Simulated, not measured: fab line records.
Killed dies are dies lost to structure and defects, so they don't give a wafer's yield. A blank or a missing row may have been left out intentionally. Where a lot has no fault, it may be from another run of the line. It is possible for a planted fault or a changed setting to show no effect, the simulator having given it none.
Matching of chambers || flow n5Finfet || rieDiel-05 running N5_BEOL_M9_STRIP_67: 4 sister chambers
The step strips in CF4. 4 wafers are shown with their chamber, then 11 later ones without.

EACH WAFER AND ITS CHAMBER
{"wafer": "L080.6", "chamber": 0, "showerheadPlenumPTorr (Torr)": 1.77}
{"wafer": "L085.1", "chamber": 1, "showerheadPlenumPTorr (Torr)": 1.74}
{"wafer": "L085.2", "chamber": 2, "showerheadPlenumPTorr (Torr)": 1.81}
{"wafer": "L092.2", "chamber": 3, "showerheadPlenumPTorr (Torr)": 1.79}

WAFERS WITHOUT THEIR CHAMBER
{"wafer": "L092.5", "showerheadPlenumPTorr (Torr)": 1.73}
{"wafer": "L092.6", "showerheadPlenumPTorr (Torr)": 1.80}
{"wafer": "L093.1", "showerheadPlenumPTorr (Torr)": 1.80}
{"wafer": "L093.3", "showerheadPlenumPTorr (Torr)": 1.79}
{"wafer": "L093.6", "showerheadPlenumPTorr (Torr)": 1.79}
{"wafer": "L091.1", "showerheadPlenumPTorr (Torr)": 1.73}
{"wafer": "L091.3", "showerheadPlenumPTorr (Torr)": 1.79}
{"wafer": "L091.6", "showerheadPlenumPTorr (Torr)": 1.79}
{"wafer": "L096.4", "showerheadPlenumPTorr (Torr)": 1.76}
{"wafer": "L096.5", "showerheadPlenumPTorr (Torr)": 1.80}
{"wafer": "L096.6", "showerheadPlenumPTorr (Torr)": 1.73}

EACH ONE'S CHAMBER
{"wafer": "L092.5", "from the rows above": 1, "in truth": 1}
{"wafer": "L092.6", "from the rows above": "can't be placed: 2 or 3", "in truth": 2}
{"wafer": "L093.1", "from the rows above": "can't be placed: 2 or 3", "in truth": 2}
{"wafer": "L093.3", "from the rows above": 3, "in truth": 3}
{"wafer": "L093.6", "from the rows above": 3, "in truth": 3}
{"wafer": "L091.1", "from the rows above": 1, "in truth": 1}
{"wafer": "L091.3", "from the rows above": 3, "in truth": 3}
{"wafer": "L091.6", "from the rows above": 3, "in truth": 3}
{"wafer": "L096.4", "from the rows above": "can't be placed: 0 or 1", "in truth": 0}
{"wafer": "L096.5", "from the rows above": "can't be placed: 2 or 3", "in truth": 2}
{"wafer": "L096.6", "from the rows above": 1, "in truth": 1}
Correctly placed: 7 of 11. From these rows, 4 cannot be placed; in 4 the true chamber is one of the candidates. 0 placed wrongly.
How it was worked out, from the rows above alone: a wafer's distance from a chamber is the root of the sum, over the readings, of the square of ((its reading less the chamber's mean) divided by the reading's scatter). The wafer belongs to the nearest chamber; if the next one is less than 2 further off, it can't be placed. For every chamber, the mean is computed from those of its wafers that are shown. The scatter (one wafer shown for each chamber): square how far every hidden wafer sits from the nearest shown wafer, average those squares and take the square root.
